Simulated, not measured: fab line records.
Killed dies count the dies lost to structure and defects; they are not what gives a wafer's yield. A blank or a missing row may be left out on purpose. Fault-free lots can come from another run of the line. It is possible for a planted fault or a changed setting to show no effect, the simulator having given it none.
fab line records	flow n5_finfet
record lots=7	wafers=21
route steps=1938 shown ZERO_LAYER@9 WELL_APT@21 PMOS_HMC_CHANNEL_EPI@63 FIN_SAQP@103 DUMMY_GATE@224
start_h: hours from the record's opening day to when the first of the lot's shown wafers began	wait_h: how many hours have passed since the lot's step before this one	" as in the row above	L1.1+2: several wafers, shown together as one row	- no value present, or no start provided	* or withheld: withheld	< > ~ a bound
route shown NAME@n: names a module that has steps shown in the file, with the first one's number in the route	usual: mean/standard deviation taken from wafers without a fault	same: alike in all rows	chamber/n: place in a boat	sites: each site's reading	_std_site: the values' standard deviation	_edge_site: mean of outer sites minus mean of inner sites	radius_mm: how far each site lies from the wafer's centre	mask NAME#n: copy n	behind: the last tool/chamber to shape the wafer	hold: reason for holding the lot/hours on hold/outcome of the hold	device: which transistor (n, p or np) failed to switch	end of line: tests of these same wafers at the route's end	where a step has no rows: the recipe by itself	killed: dies lost to structure and defects at the first sort, not the wafer's yield	map: the dies of a wafer, with x for killed, . for not killed, _ for no die there
set.NAME: setting as actually run; set.NAME@STEP: the setting as run at that earlier step	model.NAME: the simulator's own value behind a step, which no gauge read
lots run with intentionally changed settings; tables by step, rows by wafer
## steps
# step N5_ZERO_LAYER_EXPOSE_08
# recipe mask_id=ZERO	na=0.55	source_shape=conventional	sigma_outer=0.8	polarization=unpolarized	defocus_nm=0	target_cd_nm=2000	dose_mj=16.2
lot.wafer	tool	chamber	start_h	wait_h	mask	set.dose_mj
L075.1+6	krf_scanner-01	0	18.59	-	ZERO#0	16.2
L075.3	"	0	"	"	ZERO#0	15.07
L081.2	krf_scanner-01	0	54.49	-	ZERO#0	16.2
L081.5+6	"	0	"	"	ZERO#0	15.08
L083.1+3+4	krf_scanner-01	0	66.48	-	ZERO#0	16.2
L086.2	krf_scanner-02	0	84.61	-	ZERO#0	16.2
L086.4+6	"	0	"	"	ZERO#0	17.16
L088.1+3	krf_scanner-01	0	96.60	-	ZERO#0	16.2
L088.6	"	0	"	"	ZERO#0	17.4
L093.1+2+4	krf_scanner-02	0	126.59	-	ZERO#0	16.2
L095.2+4+6	krf_scanner-02	0	138.60	-	ZERO#0	16.2
# step N5_ZERO_LAYER_PEB_09
# recipe peb_temp_c=withheld	peb_time_s=*
# step N5_ZERO_LAYER_DEVELOP_10
# recipe develop_time_s=60	rinse_liquid=diw	dry=air_spin	dev_temp_c=21
# step N5_ZERO_LAYER_HARDBAKE_23
# recipe temp_c=130	time_s=120
# step N5_ZERO_LAYER_CD_MEAS_11
# recipe target_cd_nm=2000	landing_energy_ev=500	detector=se_inlens
# usual cd_nm=2000.5/1.5
lot.wafer	tool	chamber	start_h	wait_h	set.dose_mj@ZERO_LAYER_EXPOSE_08	cd_nm
L075.1	cd_sem-02	0	18.77	-	16.2	2001.0
L075.3	"	0	"	"	15.07	1987.1
L075.6	"	0	"	"	16.2	2000.2
L081.2	cd_sem-03	0	54.66	-	16.2	2003.0
L081.5	"	0	"	"	15.08	1987.2
L081.6	"	0	"	"	15.08	1988.0
L083.1	cd_sem-01	0	66.66	-	16.2	1999.8
L083.3	"	0	"	"	16.2	2002.4
L083.4	"	0	"	"	16.2	2001.6
L086.2	cd_sem-03	0	84.78	-	16.2	1999.1
L086.4	"	0	"	"	17.16	2013.6
L086.6	"	0	"	"	17.16	2010.9
L088.1	cd_sem-01	0	96.77	-	16.2	1999.8
L088.3	"	0	"	"	16.2	1999.1
L088.6	"	0	"	"	17.4	2013.4
L093.1	cd_sem-01	0	126.77	-	16.2	1998.7
L093.2	"	0	"	"	16.2	1998.3
L093.4	"	0	"	"	16.2	1999.9
L095.2	cd_sem-02	0	138.77	-	16.2	1999.8
L095.4	"	0	"	"	16.2	2000.4
L095.6	"	0	"	"	16.2	2000.3
# step N5_ZERO_LAYER_DESCUM_16
# recipe chemistry=O2	time_s=7.9	source_power_w=50	bias_power_w=20	pressure_mtorr=20	rf_frequency_hz=2.712e+07	temp_c=40	o2_flow_sccm=225
lot.wafer	tool	chamber	start_h	wait_h	set.dose_mj@ZERO_LAYER_EXPOSE_08	model.ZERO_LAYER.cd_nm
L075.1	rie_diel-01	0	18.81	0.0	16.2	2001
L075.3	"	2	"	"	15.07	1987
L075.6	"	2	"	"	16.2	2000
L081.2	rie_diel-01	1	54.70	0.0	16.2	2003
L081.5	"	0	"	"	15.08	1987
L081.6	"	3	"	"	15.08	1988
L083.1	rie_diel-03	3	66.82	0.2	16.2	2000
L083.3	"	1	"	"	16.2	2002
L083.4	"	2	"	"	16.2	2001
L086.2	rie_diel-03	2	84.82	0.0	16.2	1999
L086.4	"	0	"	"	17.16	2014
L086.6	"	3	"	"	17.16	2011
L088.1	rie_diel-05	2	96.81	0.0	16.2	2000
L088.3	"	0	"	"	16.2	1999
L088.6	"	3	"	"	17.4	2013
L093.1+2	rie_diel-01	3,1	126.81	0.0	16.2	1998
L093.4	"	3	"	"	16.2	2000
L095.2+6	rie_diel-05	0,3	138.81	0.0	16.2	2000
L095.4	"	0	"	"	16.2	2001
# step N5_WELL_APT_COAT_02
# recipe spin_rpm=1357	resist_thk_nm=950
lot.wafer	tool	chamber	start_h	wait_h	set.spin_rpm	model.coat_of_WELL_APT_COAT_02.thk_nm
L075.1	litho_track-01	0	-	-	1483	912.9
L075.3	"	0	"	"	1357	954.3
L075.6	"	0	"	"	1483	910.5
L081.2	litho_track-02	0	-	-	1357	951.2
L081.5	"	0	"	"	1357	952.4
L081.6	"	0	"	"	1357	952.3
L083.1	litho_track-01	0	-	-	1402	933.8
L083.3	"	0	"	"	1402	932.9
L083.4	"	0	"	"	1402	931.7
L086.2	litho_track-01	0	-	-	1233	999.7
L086.4	"	0	"	"	1357	952.5
L086.6	"	0	"	"	1233	998.5
L088.1	litho_track-02	0	-	-	1357	947.8
L088.3	"	0	"	"	1357	948.6
L088.6	"	0	"	"	1357	951.5
L093.1	litho_track-04	0	-	-	1357	951.6
L093.2	"	0	"	"	1423	928
L093.4	"	0	"	"	1423	928.9
L095.2	litho_track-02	0	-	-	1357	954.3
L095.4	"	0	"	"	1357	951.2
L095.6	"	0	"	"	1357	955.4
# step N5_PMOS_HMC_CHANNEL_EPI_PEB_07
# recipe peb_temp_c=110	peb_time_s=60	resist=CAR-ArF-block
lot.wafer	tool	chamber	start_h	wait_h	set.peb_time_s
L075.1+3+6	litho_track-01	0	23.05	0.1	60
L081.2+6	litho_track-05	0	59.29	0.0	54.81
L081.5	"	0	"	"	60
L083.1+3+4	litho_track-05	0	71.39	0.1	60
L086.2+4	litho_track-05	0	88.96	0.0	49.51
L086.6	"	0	"	"	60
L088.1+3+6	litho_track-01	0	101.14	0.1	60
L093.1+2+4	litho_track-05	0	131.35	0.1	63.81
L095.2+4+6	litho_track-01	0	143.34	0.0	60
# step N5_PMOS_HMC_CHANNEL_EPI_DEVELOP_08
# recipe develop_time_s=30	developer=TMAH	resist=CAR-ArF-block	dev_temp_c=23	rinse_liquid=diw	dry=air_spin
lot.wafer	tool	chamber	start_h	wait_h	set.develop_time_s
L075.1+3	litho_track-01	0	-	-	24.89
L075.6	"	0	"	"	30
L081.2+6	litho_track-05	0	-	-	30
L081.5	"	0	"	"	34.09
L083.1+3	litho_track-05	0	-	-	27.37
L083.4	"	0	"	"	30
L086.2+4	litho_track-05	0	-	-	30
L086.6	"	0	"	"	26.49
L088.1+3+6	litho_track-01	0	-	-	30
L093.1	litho_track-05	0	-	-	30
L093.2+4	"	0	"	"	31.84
L095.2+4+6	litho_track-01	0	-	-	30
# step N5_PMOS_HMC_CHANNEL_EPI_CD_MEAS_09
# recipe target_cd_nm=237.4	landing_energy_ev=500	detector=se_inlens
# usual cd_nm=237.7/0.99
lot.wafer	tool	chamber	start_h	wait_h	set.peb_time_s@PMOS_HMC_CHANNEL_EPI_PEB_07	set.develop_time_s@PMOS_HMC_CHANNEL_EPI_DEVELOP_08	cd_nm
L075.1	cd_sem-02	0	23.12	-	60	24.89	236.0
L075.3	"	0	"	"	60	24.89	236.3
L075.6	"	0	"	"	60	30	238.8
L081.2	cd_sem-02	0	59.35	-	54.81	30	234.0
L081.5	"	0	"	"	60	34.09	239.3
L081.6	"	0	"	"	54.81	30	234.3
L083.1	cd_sem-02	0	71.46	-	60	27.37	237.3
L083.3	"	0	"	"	60	27.37	237.8
L083.4	"	0	"	"	60	30	239.6
L086.2	cd_sem-02	0	89.03	-	49.51	30	228.6
L086.4	"	0	"	"	49.51	30	228.0
L086.6	"	0	"	"	60	26.49	236.0
L088.1	cd_sem-01	0	101.21	-	60	30	238.8
L088.3	"	0	"	"	60	30	238.5
L088.6	"	0	"	"	60	30	238.6
L093.1	cd_sem-02	0	131.41	-	63.81	30	239.9
L093.2	"	0	"	"	63.81	31.84	239.4
L093.4	"	0	"	"	63.81	31.84	239.8
L095.2	cd_sem-02	0	143.41	-	60	30	238.0
L095.4	"	0	"	"	60	30	238.1
L095.6	"	0	"	"	60	30	238.2
# step N5_PMOS_HMC_CHANNEL_EPI_DESCUM_14
# recipe chemistry=O2	time_s=7.9	source_power_w=50	bias_power_w=20	pressure_mtorr=20	rf_frequency_hz=2.712e+07	temp_c=40	resist=CAR-ArF-block	o2_flow_sccm=225
lot.wafer	tool	chamber	start_h	wait_h	set.peb_time_s@PMOS_HMC_CHANNEL_EPI_PEB_07	set.develop_time_s@PMOS_HMC_CHANNEL_EPI_DEVELOP_08	model.PMOS_HMC_CHANNEL_EPI.cd_nm
L075.1	rie_diel-01	1	23.21	0.0	60	24.89	236.1
L075.3	"	2	"	"	60	24.89	236.2
L075.6	"	0	"	"	60	30	238.3
L081.2	rie_diel-05	0	59.44	0.0	54.81	30	234
L081.5	"	1	"	"	60	34.09	239.1
L081.6	"	2	"	"	54.81	30	234.5
L083.1	rie_diel-03	0	71.55	0.0	60	27.37	236.9
L083.3	"	2	"	"	60	27.37	238.1
L083.4	"	3	"	"	60	30	239.2
L086.2	rie_diel-03	1	89.20	0.1	49.51	30	229.1
L086.4	"	3	"	"	49.51	30	228.1
L086.6	"	2	"	"	60	26.49	236.2
L088.1+6	rie_diel-01	3,0	101.30	0.0	60	30	238.9
L088.3	"	0	"	"	60	30	238.6
L093.1	rie_diel-05	0	131.50	0.0	63.81	30	240.2
L093.2	"	1	"	"	63.81	31.84	239.3
L093.4	"	0	"	"	63.81	31.84	239.7
L095.2	rie_diel-01	3	143.50	0.0	60	30	238.3
L095.4	"	1	"	"	60	30	238
L095.6	"	0	"	"	60	30	238.2
# step N5_PMOS_HMC_CHANNEL_EPI_ETCH_32
# recipe chemistry=N2/H2	target=BARC	stop_on=SiO2	target_depth_a=858	over_etch_frac=0.3	time_s=50.3	ion_energy_ev=200	mask_material=CAR-ArF-block	pressure_mtorr=30	source_w=840	bias_w=150	n2_flow_sccm=200	h2_flow_sccm=200
lot.wafer	tool	chamber	start_h	wait_h	set.peb_time_s@PMOS_HMC_CHANNEL_EPI_PEB_07	model.PMOS_HMC_CHANNEL_EPI.cd_nm
L075.1	rie_diel-01	1	23.24	0.0	60	238.3
L075.3	"	2	"	"	60	238.7
L075.6	"	0	"	"	60	240.8
L081.2	rie_diel-05	0	59.48	0.0	54.81	236.2
L081.5	"	1	"	"	60	241.5
L081.6	"	2	"	"	54.81	237
L083.1	rie_diel-03	0	71.58	0.0	60	239.5
L083.3	"	2	"	"	60	241.2
L083.4	"	3	"	"	60	242
L086.2	rie_diel-03	1	89.23	0.0	49.51	231.6
L086.4	"	3	"	"	49.51	231.5
L086.6	"	2	"	"	60	239.5
L088.1+6	rie_diel-01	3,0	101.33	0.0	60	241.6
L088.3	"	0	"	"	60	241.4
L093.1	rie_diel-05	0	131.54	0.0	63.81	242.7
L093.2+4	"	1,0	"	"	63.81	242.1
L095.2+4	rie_diel-01	3,1	143.53	0.0	60	240.5
L095.6	"	0	"	"	60	240.4
# step N5_FIN_SAQP_COAT_49
# recipe resist=SOC	temp_c=250	time_s=60	spin_rpm=1500	resist_thk_nm=100
lot.wafer	tool	chamber	start_h	wait_h	set.spin_rpm	model.SOC_of_FIN_SAQP_COAT_49.thk_nm
L075.1	litho_track-05	0	26.95	0.1	1606	96.45
L075.3	"	0	"	"	1606	96.18
L075.6	"	0	"	"	1606	96.27
L081.2	litho_track-04	0	64.53	0.1	1500	99.65
L081.5+6	"	0	"	"	1500	100.2
L083.1	litho_track-04	0	75.48	0.1	1500	100.7
L083.3	"	0	"	"	1609	96.93
L083.4	"	0	"	"	1500	100.3
L086.2	litho_track-02	0	93.16	0.1	1346	105.4
L086.4	"	0	"	"	1346	105.7
L086.6	"	0	"	"	1346	105.8
L088.1	litho_track-02	0	105.59	0.1	1500	100.3
L088.3	"	0	"	"	1404	103.6
L088.6	"	0	"	"	1404	103.9
L093.1	litho_track-04	0	135.69	0.1	1612	96.87
L093.2	"	0	"	"	1500	100.1
L093.4	"	0	"	"	1612	96.52
L095.2	litho_track-05	0	147.70	0.1	1500	100.4
L095.4	"	0	"	"	1500	99.97
L095.6	"	0	"	"	1500	100.3
# step N5_FIN_SAQP_DEVELOP_15
# recipe develop_time_s=30	developer=TMAH	resist=CAR-ArF	dev_temp_c=23	rinse_liquid=diw	dry=air_spin
lot.wafer	tool	chamber	start_h	wait_h	set.develop_time_s
L075.1+3	litho_track-02	0	-	-	23.54
L075.6	"	0	"	"	30
L081.2+5	litho_track-02	0	-	-	30
L081.6	"	0	"	"	32.03
L083.1	litho_track-04	0	-	-	35.67
L083.3+4	"	0	"	"	30
L086.2+4+6	litho_track-05	0	-	-	30
L088.1+6	litho_track-04	0	-	-	24.54
L088.3	"	0	"	"	30
L093.1+2+4	litho_track-04	0	-	-	30
L095.2+4+6	litho_track-05	0	-	-	30
# step N5_FIN_SAQP_DESCUM_21
# recipe chemistry=O2	time_s=7.9	source_power_w=50	bias_power_w=20	pressure_mtorr=20	rf_frequency_hz=2.712e+07	temp_c=40	resist=CAR-ArF	o2_flow_sccm=225
# step N5_FIN_SAQP_ETCH_51
# recipe chemistry=CF4	target=SiARC	target_depth_a=455	mask_material=CAR-ArF	time_s=75.8	ion_energy_ev=80	pressure_mtorr=40	source_w=545	bias_w=36	Ar_flow_sccm=100	cf4_flow_sccm=100	ends=cleared
# step N5_FIN_SAQP_ETCH_52
# recipe chemistry=N2/H2	target=SOC	target_depth_a=1000	overetch_a=200	mask_material=SiARC	temp_c=40	time_s=150	ion_energy_ev=200	pressure_mtorr=30	source_w=840	bias_w=150	n2_flow_sccm=200	h2_flow_sccm=200	ends=end_point
lot.wafer	tool	chamber	start_h	wait_h	set.spin_rpm@FIN_SAQP_COAT_49	model.etch.depth_nm
L075.1	rie_diel-04	3	27.38	0.0	1606	96.45
L075.3	"	2	"	"	1606	96.18
L075.6	"	1	"	"	1606	96.27
L081.2	rie_diel-04	2	65.09	0.0	1500	99.65
L081.5+6	"	0,3	"	"	1500	100.2
L083.1	rie_diel-02	2	76.04	0.0	1500	100.7
L083.3	"	0	"	"	1609	96.93
L083.4	"	1	"	"	1500	100.3
L086.2	rie_diel-04	1	93.60	0.0	1346	105.4
L086.4	"	2	"	"	1346	105.7
L086.6	"	2	"	"	1346	105.8
L088.1	rie_diel-02	0	106.18	0.0	1500	100.3
L088.3	"	2	"	"	1404	103.6
L088.6	"	2	"	"	1404	103.9
L093.1	rie_diel-02	0	136.13	0.0	1612	96.87
L093.2	"	2	"	"	1500	100.1
L093.4	"	1	"	"	1612	96.52
L095.2	rie_diel-04	2	148.44	0.0	1500	100.4
L095.4	"	0	"	"	1500	99.97
L095.6	"	2	"	"	1500	100.3
# step N5_FIN_SAQP_STRIP_53
# recipe chemistry=N2/H2	temp_c=40	n2_flow_sccm=200	h2_flow_sccm=200	rf_frequency_hz=6e+07
# step N5_FIN_SAQP_HM_OPEN_73
# recipe chemistry=CHF3/O2	target=SiO2	stop_on=a-Si	target_depth_a=120	over_etch_frac=1.8	mask_material=SOC	time_s=16.8	pressure_mtorr=30	source_w=650	bias_w=170	Ar_flow_sccm=200	CHF3_flow_sccm=50	O2_flow_sccm=5	ion_energy_ev=200	ends=end_point
# step N5_FIN_SAQP_STRIP_74
# recipe chemistry=CHF3/O2	resist=SiARC	rf_frequency_hz=6e+07
# step N5_FIN_SAQP_MANDREL_ETCH_22
# recipe target_depth_a=600	chemistry=HBr/Cl2	target=a-Si	stop_on=SiNx	bt_time_s=10	over_etch_frac=0.5	time_s=30	pressure_mtorr=10	icp_w=800	bias_w=75	HBr_flow_sccm=150	Cl2_flow_sccm=80	ends=end_point
lot.wafer	tool	chamber	start_h	wait_h	set.spin_rpm@FIN_SAQP_COAT_49	model.SOC_of_FIN_SAQP_COAT_49.thk_nm
L075.1	rie_si-03	2	27.57	0.0	1606	72.38
L075.3	"	1	"	"	1606	72.26
L075.6	"	1	"	"	1606	72.41
L081.2	rie_si-01	2	65.28	0.0	1500	75.82
L081.5	"	3	"	"	1500	76.52
L081.6	"	2	"	"	1500	76.53
L083.1	rie_si-04	1	76.23	0.0	1500	76.24
L083.3	"	0	"	"	1609	72.74
L083.4	"	3	"	"	1500	76.29
L086.2	rie_si-01	3	93.79	0.0	1346	81.71
L086.4	"	0	"	"	1346	81.64
L086.6	"	0	"	"	1346	82
L088.1	rie_si-01	1	106.37	0.0	1500	76.16
L088.3	"	0	"	"	1404	79.55
L088.6	"	2	"	"	1404	80.03
L093.1	rie_si-01	1	136.32	0.0	1612	72.54
L093.2	"	3	"	"	1500	76.43
L093.4	"	2	"	"	1612	72.94
L095.2	rie_si-03	1	148.63	0.0	1500	76.64
L095.4	"	2	"	"	1500	76.19
L095.6	"	1	"	"	1500	76.79
# step N5_FIN_SAQP_FIN_ETCH_36
# recipe chemistry=HBr/Cl2/O2	target_depth_a=1200	mask_material=SiNx	time_s=50.4	bias_w=102	pressure_mtorr=10	icp_w=800	HBr_flow_sccm=150	Cl2_flow_sccm=80	O2_flow_sccm=12
lot.wafer	tool	chamber	start_h	wait_h	set.icp_w	model.etch.depth_nm	model.FIN_SAQP.feature_depth_nm
L075.1	rie_si-04	3	31.59	0.0	800	121.5	121.4
L075.3	"	0	"	"	919.9	129.8	129.8
L075.6	"	0	"	"	919.9	130.9	130.8
L081.2	rie_si-01	3	68.97	0.0	800	119.7	119.6
L081.5	"	0	"	"	870.7	125	125
L081.6	"	1	"	"	800	121.8	121.8
L083.1	rie_si-04	3	81.22	0.0	800	120.6	120.6
L083.3	"	0	"	"	848.7	122.4	122.4
L083.4	"	1	"	"	800	121.9	122
L086.2	rie_si-03	0	98.01	0.0	800	120.9	120.8
L086.4	"	1	"	"	800	120.2	120.2
L086.6	"	3	"	"	800	121.3	121.2
L088.1	rie_si-01	3	110.14	0.0	800	119.2	119.2
L088.3	"	1	"	"	867.5	126.8	126.8
L088.6	"	2	"	"	867.5	125.2	125.2
L093.1	rie_si-04	2	141.25	0.0	800	120.7	120.8
L093.2	"	1	"	"	850.1	127.4	127.4
L093.4	"	3	"	"	800	121	121
L095.2	rie_si-01	1	157.03	0.0	800	121.4	121.4
L095.4	"	3	"	"	800	118.1	118
L095.6	"	0	"	"	800	118.4	118.4
# step N5_FIN_SAQP_PRECLEAN_38
# recipe chemistry=O3/DIW	time_s=45	temp_c=22	o3_ppm=10
# step N5_FIN_SAQP_PRECLEAN_45
# recipe chemistry=dHF	time_s=10	dilution=500:1	temp_c=25
# step N5_FIN_SAQP_SRD_39
# recipe dry=ipa_marangoni	time_s=30	temp_c=23	rinse_liquid=diw
# step N5_FIN_SAQP_OCD_MEAS_76
# usual trench_depth_nm=120.4/1.3
lot.wafer	tool	chamber	start_h	wait_h	set.icp_w@FIN_SAQP_FIN_ETCH_36	trench_depth_nm
L075.1	ocd-01	-	31.81	0.0	800	121.5
L075.3	"	-	"	"	919.9	129.5
L075.6	"	-	"	"	919.9	131.0
L081.2	ocd-01	-	69.19	0.0	800	119.6
L081.5	"	-	"	"	870.7	125.2
L081.6	"	-	"	"	800	122.1
L083.1	ocd-02	-	81.45	0.0	800	120.7
L083.3	"	-	"	"	848.7	122.7
L083.4	"	-	"	"	800	121.9
L086.2	ocd-01	-	98.23	0.0	800	120.9
L086.4	"	-	"	"	800	120.2
L086.6	"	-	"	"	800	121.4
L088.1	ocd-01	-	110.35	0.0	800	119.0
L088.3	"	-	"	"	867.5	126.9
L088.6	"	-	"	"	867.5	125.5
L093.1	ocd-01	-	141.47	0.0	800	120.4
L093.2	"	-	"	"	850.1	127.3
L093.4	"	-	"	"	800	121.5
L095.2	ocd-02	-	157.26	0.0	800	121.0
L095.4	"	-	"	"	800	118.1
L095.6	"	-	"	"	800	118.3
# step N5_DUMMY_GATE_COAT_28
# recipe resist=underlayer	temp_c=205	time_s=60	spin_rpm=1500	resist_thk_nm=10
lot.wafer	tool	chamber	start_h	wait_h	set.spin_rpm	model.underlayer_of_DUMMY_GATE_COAT_28.thk_nm
L075.1+3+6	litho_track-05	0	-	-	1500	10
L081.2+5+6	litho_track-03	0	-	-	1500	10
L083.1+3	litho_track-02	0	-	-	1500	10
L083.4	"	0	"	"	1395	10.4
L086.2	litho_track-02	0	-	-	1500	10
L086.4+6	"	0	"	"	1631	9.6
L088.1+3+6	litho_track-05	0	-	-	1500	10
L093.1+2+4	litho_track-02	0	-	-	1500	10
L095.2+4+6	litho_track-03	0	-	-	1500	10
## key
split step=N5_ZERO_LAYER_EXPOSE_08	setting=dose_mj	stated=16.2	by=wafer
response step=N5_ZERO_LAYER_CD_MEAS_11	reading=cd_nm	change=+2.05	per=1%	r=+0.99
response step=N5_ZERO_LAYER_DESCUM_16	reading=model.ZERO_LAYER.cd_nm	change=+2.02	per=1%	r=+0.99
split step=N5_WELL_APT_COAT_02	setting=spin_rpm	stated=1357	by=wafer
response step=N5_WELL_APT_COAT_02	reading=model.coat_of_WELL_APT_COAT_02.thk_nm	change=-4.83	per=1%	r=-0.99
split step=N5_PMOS_HMC_CHANNEL_EPI_PEB_07	setting=peb_time_s	stated=60	by=wafer
response step=N5_PMOS_HMC_CHANNEL_EPI_CD_MEAS_09	reading=cd_nm	change=+0.468	per=1%	r=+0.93
response step=N5_PMOS_HMC_CHANNEL_EPI_DESCUM_14	reading=model.PMOS_HMC_CHANNEL_EPI.cd_nm	change=+0.458	per=1%	r=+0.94
response step=N5_PMOS_HMC_CHANNEL_EPI_ETCH_32	reading=model.PMOS_HMC_CHANNEL_EPI.cd_nm	change=+0.479	per=1%	r=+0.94
split step=N5_PMOS_HMC_CHANNEL_EPI_DEVELOP_08	setting=develop_time_s	stated=30	by=wafer
response step=N5_PMOS_HMC_CHANNEL_EPI_CD_MEAS_09	reading=cd_nm	shape=bent	at_lowest=236.2	at_stated=236.4	at_highest=239.3
response step=N5_PMOS_HMC_CHANNEL_EPI_DESCUM_14	reading=model.PMOS_HMC_CHANNEL_EPI.cd_nm	shape=bent	at_lowest=236.2	at_stated=236.5	at_highest=239.1
split step=N5_FIN_SAQP_COAT_49	setting=spin_rpm	stated=1500	by=wafer
response step=N5_FIN_SAQP_COAT_49	reading=model.SOC_of_FIN_SAQP_COAT_49.thk_nm	change=-0.486	per=1%	r=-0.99
response step=N5_FIN_SAQP_ETCH_52	reading=model.etch.depth_nm	change=-0.486	per=1%	r=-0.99
response step=N5_FIN_SAQP_MANDREL_ETCH_22	reading=model.SOC_of_FIN_SAQP_COAT_49.thk_nm	change=-0.511	per=1%	r=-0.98
split step=N5_FIN_SAQP_DEVELOP_15	setting=develop_time_s	stated=30	by=wafer
response none clear
split step=N5_FIN_SAQP_FIN_ETCH_36	setting=icp_w	stated=800	by=wafer
response step=N5_FIN_SAQP_FIN_ETCH_36	reading=model.etch.depth_nm	change=+0.614	per=1%	r=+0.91
response step=N5_FIN_SAQP_FIN_ETCH_36	reading=model.FIN_SAQP.feature_depth_nm	change=+0.613	per=1%	r=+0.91
response step=N5_FIN_SAQP_OCD_MEAS_76	reading=trench_depth_nm	change=+0.617	per=1%	r=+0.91
split step=N5_DUMMY_GATE_COAT_28	setting=spin_rpm	stated=1500	by=wafer
response step=N5_DUMMY_GATE_COAT_28	reading=model.underlayer_of_DUMMY_GATE_COAT_28.thk_nm	change=-0.0502	per=1%	r=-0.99
